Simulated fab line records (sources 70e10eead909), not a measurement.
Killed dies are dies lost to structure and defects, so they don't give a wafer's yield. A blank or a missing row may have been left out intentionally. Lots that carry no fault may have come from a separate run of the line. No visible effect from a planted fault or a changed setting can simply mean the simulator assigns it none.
A lot that was struck, set against a sound lot | flow nand_harc | 25 out of 1302 route steps
Sound: wafers L212.2, L212.5, L212.6. Struck: wafers L217.1, L217.3, L217.4. Last of all comes the cause.
Order at every step that has rows: each side's tool, ch and its chambers, its first start. Under that, the readings that differ: sound wafers | struck wafers | difference of the means | sigmas: that difference in standard deviations of wafers without a fault.
alike: a reading whose means differ by less than 2 such deviations, as well as words and numbers matching on both sides. not compared: withheld readings; readings where some wafer has no value; bounds like >300 that might hide an equal value; numbers whose values overlap and for which the record gives no deviation.
A row with sigmas, a row that says differs or no value, or rows on one side alone: a step with any of these is where the two part. Numbers that don't overlap but have no deviation are shown without sigmas and don't part them. A reading that every wafer of one side lacks parts them only if that side has two wafers or more.

first, 1 step without rows for these wafers: NHARC_A_M0_SRD_25.
NHARC_A_M0_INSPECT_27:
  sound on defect_inspect-02 at day 27 06:40; struck on defect_inspect-02 at day 30 10:08
  reading          | sound       | struck      | difference | sigmas
  raw_defect_count | 423 380 280 | 811 902 670 | +433       | +3
NHARC_A_M0_PRE_CLEAN_31: time 12 s.
  sound on pecvd-03 ch 1,2, day 27 06:46; struck on pecvd-03 ch 0,2, day 30 10:13
  reading            | sound       | struck      | difference | sigmas
  heater_power_w (W) | 440 446 568 | 701 574 699 | +173       | +3
  not compared: since_wet_clean_h
NHARC_A_M0_DEP_32: deposits SiCN, target thk 30 nm.
  sound on pecvd-03 ch 1,2, day 27 06:54; struck on pecvd-03 ch 0,2, day 30 10:17
  alike: heater_power_w
  not compared: since_wet_clean_h
then, 7 steps without rows for these wafers: NHARC_A_M1_DEP_00 (deposits SiOC, target thk 182.5 nm); NHARC_A_M1_DEHYDRATE_01 (time 120 s); NHARC_A_M1_HMDS_02 (time 30 s); NHARC_A_M1_COAT_34 (time 65 s); NHARC_A_M1_COAT_03 (resist thk 90 nm); NHARC_A_M1_SOFTBAKE_04 (time 55 s); NHARC_A_M1_EBR_05.
NHARC_A_M1_EXPOSE_06: exposes mask A M1, target cd 120 nm.
  sound on arfi_scanner-02 ch 0, day 27 07:59; struck on arfi_scanner-02 ch 0, day 30 11:23
  reading              | sound             | struck            | difference | sigmas
  exposure_dose_mJ_cm2 | 75.08 75.02 75.14 | 77.58 77.48 77.37 | +2.40      | +32
  alike: mask, stage_vel_mm_s
then, 2 steps without rows for these wafers: NHARC_A_M1_PEB_07 (peb time 65 s); NHARC_A_M1_DEVELOP_08 (develop time 35 s).
NHARC_A_M1_CD_MEAS_09: target cd 120 nm.
  sound on cd_sem-01 ch 0, day 27 08:07; struck on cd_sem-01 ch 0, day 30 11:32
  reading    | sound             | struck            | difference | sigmas
  cd_nm (nm) | 120.1 120.1 120.3 | 122.4 121.5 121.7 | +1.7       | +3
NHARC_A_M1_OVL_MEAS_10: pitch 240 nm.
  sound on overlay-01 at day 27 08:12; struck on overlay-02 at day 30 11:37
  alike: overlay_x_nm, overlay_y_nm
NHARC_A_M1_INSPECT_11:
  sound on defect_inspect-02 at day 27 08:14; struck on defect_inspect-02 at day 30 11:40
  reading          | sound    | struck      | difference | sigmas
  raw_defect_count | 31 36 34 | 154 156 157 | +122       | +3
NHARC_A_M1_DESCUM_14: chemistry O2, time 3 s.
  sound on rie_diel-12 ch 0,1,2, day 27 08:20; struck on rie_diel-12 ch 0,1,3, day 30 11:43
  reading               | sound             | struck            | difference | sigmas
  model.A_M1.cd_nm (nm) | 120.4 120.1 120.3 | 122.7 122.4 122.1 | +2.1       |
  alike: drypump_motor_current_A, oes_product_au, rf_vpp_V, showerhead_plenum_p_Torr, throttle_valve_pct
  not compared: rf_hours_counter_h
NHARC_A_M1_ETCH_35: etches the open film in N2/H2, target depth 40 nm, overetch 12 nm, time 43.94 s.
  sound on rie_diel-12 ch 0,1, day 27 08:23; struck on rie_diel-12 ch 0,1,3, day 30 11:48
  alike: drypump_motor_current_A, oes_product_au, rf_vpp_V, showerhead_plenum_p_Torr, throttle_valve_pct
  not compared: rf_hours_counter_h
NHARC_A_M1_ETCH_15: etches the open film in C4F8/Ar, target depth 182.5 nm, time 91.2 s.
  sound: rie_diel-12 ch 2,3; struck: rie_diel-12 ch 0,1,3
  alike: oes_product_au, rf_vpp_V
  not compared: rf_hours_counter_h
NHARC_A_M1_CD_MEAS_16:
  sound on cd_sem-02 at day 27 08:37; struck on cd_sem-03 at day 30 12:01
  reading    | sound             | struck            | difference | sigmas
  cd_nm (nm) | 120.7 119.9 120.2 | 122.5 122.2 122.2 | +2.0       | +3
NHARC_A_M1_STRIP_18: strips in N2/H2.
  sound on rie_diel-06 ch 0,3, day 27 08:42; struck on rie_diel-03 ch 1,2,3, day 30 12:06
  alike: drypump_motor_current_A, oes_product_au, rf_vpp_V, showerhead_plenum_p_Torr, throttle_valve_pct
  not compared: rf_hours_counter_h
NHARC_A_M1_ETCH_28: etches the open film in CF4/N2, target depth 30 nm, time 72.99 s.
  sound: rie_diel-06 ch 1,2,3; struck: rie_diel-03 ch 0,1,2
  reading               | sound             | struck            | difference | sigmas
  model.A_M1.cd_nm (nm) | 120.9 119.6 120.4 | 123.2 122.4 121.7 | +2.1       |
  alike: drypump_motor_current_A, oes_product_au, rf_vpp_V, showerhead_plenum_p_Torr, throttle_valve_pct
  not compared: rf_hours_counter_h
then, 2 steps without rows for these wafers: NHARC_A_M1_STRIP_19 (strips in post etch residue remover, time 600 s); NHARC_END_SORT_01.

## WHERE THEY PART
Earliest at NHARC_A_M0_INSPECT_27; latest, in this record, at NHARC_A_M1_CD_MEAS_16. Later steps at which nothing parts them and some readings are alike: NHARC_A_M1_STRIP_18, NHARC_A_M1_ETCH_28.

WHY: the cause the simulator had injected
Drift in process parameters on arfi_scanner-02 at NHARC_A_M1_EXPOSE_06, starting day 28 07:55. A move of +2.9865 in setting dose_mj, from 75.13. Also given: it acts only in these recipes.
